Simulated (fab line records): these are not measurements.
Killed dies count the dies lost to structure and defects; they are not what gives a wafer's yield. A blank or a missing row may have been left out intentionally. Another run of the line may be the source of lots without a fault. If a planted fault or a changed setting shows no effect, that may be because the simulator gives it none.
Comparing a struck lot with a sound one + flow n5Finfet + 22 out of 1938 route steps
Sound: these wafers, L393.3, L393.4, L393.6. Wafers struck: L396.3, L396.4, L396.5. At the end, the cause is stated.
Each step with rows lists, per side, the tool, then ch with its chambers, then its first start. Under that, the readings that differ: sound wafers + struck wafers + difference of the means + sigmas: that difference in standard deviations of wafers without a fault.
alike: readings whose means differ by less than 2 such deviations, and words and numbers that are the same on both sides. not compared: withheld readings, readings that some wafer has no value for, bounds like >300 that may hide the same value, and numbers for which the record gives no deviation and whose values overlap.
A row with sigmas, a row that says differs or no value, or rows on one side alone: a step with any of these is where the two part. Numbers that have no deviation but don't overlap get no sigmas and don't part them. A reading missing from all wafers of one side parts the sides only when that side holds two or more wafers.

first, 11 steps without rows for these wafers: N5_GATE_CUT_ETCH_58 (etches SiNx in CH3F/O2, target depth 17 nm, time 128.6 s); N5_GATE_CUT_STRIP_59 (strips in N2/H2, time 20 s); N5_GATE_CUT_PRECLEAN_31 (cleans in DIW, time 300 s); N5_GATE_CUT_SRD_32 (time 30 s); N5_GATE_CUT_SAC_CAP_01 (material SiNx, target thk 24 nm, pulse time 1 s, ald cycles 480); N5_GATE_CUT_PECVD_57 (deposits SiNx from SiH4/NH3/N2, target thk 21 nm); N5_GATE_CUT_CMP_02 (polishes, stops on SiO2, t overpolish 12.7 s, target thk 0 nm); N5_GATE_CUT_HM_DEP_46 (deposits SiO2 from TEOS/O2, target thk 130 nm, time 26.6 s); N5_GATE_CUT_COAT_34 (time 60 s, resist thk 60 nm); N5_GATE_CUT_COAT_35 (time 60 s, resist thk 10 nm); N5_GATE_CUT_COAT_27 (time 60 s, resist thk 10 nm).
N5_GATE_CUT_COAT_07: resist thk 30 nm.
  sound on lithoTrack-03 ch 0, day 4 23:50; struck on lithoTrack-03 ch 0, day 5 17:01
| reading                                      | sound                | struck               | difference | sigmas      |
|----------------------------------------------|----------------------|----------------------|------------|-------------|
| spinSpeedRpm (rpm)                           | 1499.9 1500.1 1499.5 | 1736.7 1738.2 1737.5 | +237.6     | +99 or more |
| model.CAR-EUV_of_GATE_CUT_COAT_07.thkNm (nm) | 30 30 30             | 28 28 28             | -2         |             |
  alike: resistLineTempC
then, 7 steps without rows for these wafers: N5_GATE_CUT_EBR_09; N5_GATE_CUT_SOFTBAKE_08 (time 60 s); N5_GATE_CUT_EXPOSE_10 (exposes mask GATE CUT, target cd 20 nm); N5_GATE_CUT_PEB_11 (peb time 60 s); N5_GATE_CUT_DEVELOP_12 (develop time 30 s); N5_GATE_CUT_DESCUM_18 (chemistry O2, time 7 s); N5_GATE_CUT_ETCH_28 (etches underlayer in N2/H2, target depth 13 nm, time 10.4 s).
N5_GATE_CUT_ETCH_36: etches SiARC in CF4, target depth 13 nm, time 21.7 s.
  sound on rieDiel-03 ch 0,3, day 5 00:29; struck on rieDiel-06 ch 0,3, day 5 17:48
| reading                                      | sound | struck | difference | sigmas |
|----------------------------------------------|-------|--------|------------|--------|
| model.CAR-EUV_of_GATE_CUT_COAT_07.thkNm (nm) | 7 7 7 | 5 5 5  | -2         |        |
  alike: drypumpMotorCurrentA, etchRfOnTimeS, oesProductAu, rfVppV, showerheadPlenumPTorr, throttleValvePct
  not compared: rfHoursCounterH
then, 1 step without rows for these wafers: N5_GATE_CUT_ETCH_37 (etches SOC in N2/H2, target depth 60 nm, overetch 12 nm, time 90 s).
-- here the record skips 4 days between the struck wafers' starts before and after, leaving off in module GATE_CUT and picking up in module BEOL_M4 (first step shown: number 1111 of the route) --
N5_BEOL_M4_RC_MEAS_101:
  sound on prober-02 ch 0, day 9 04:18; struck on prober-01 ch 0, day 9 12:52
  alike: DIBL_N, DIBL_P, IOFF_N, IOFF_P, ION_N, ION_P, SS_N, SS_P, VT_N, VT_P

== WHERE THEY PART ==
Only at N5_GATE_CUT_COAT_07, as far as this record shows. Later steps at which nothing parts them and some readings are alike: N5_GATE_CUT_ETCH_36, N5_BEOL_M4_RC_MEAS_101.

WHY: what the simulator had put in
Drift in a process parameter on lithoTrack-03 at N5_GATE_CUT_COAT_07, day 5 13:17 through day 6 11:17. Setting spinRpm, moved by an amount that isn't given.
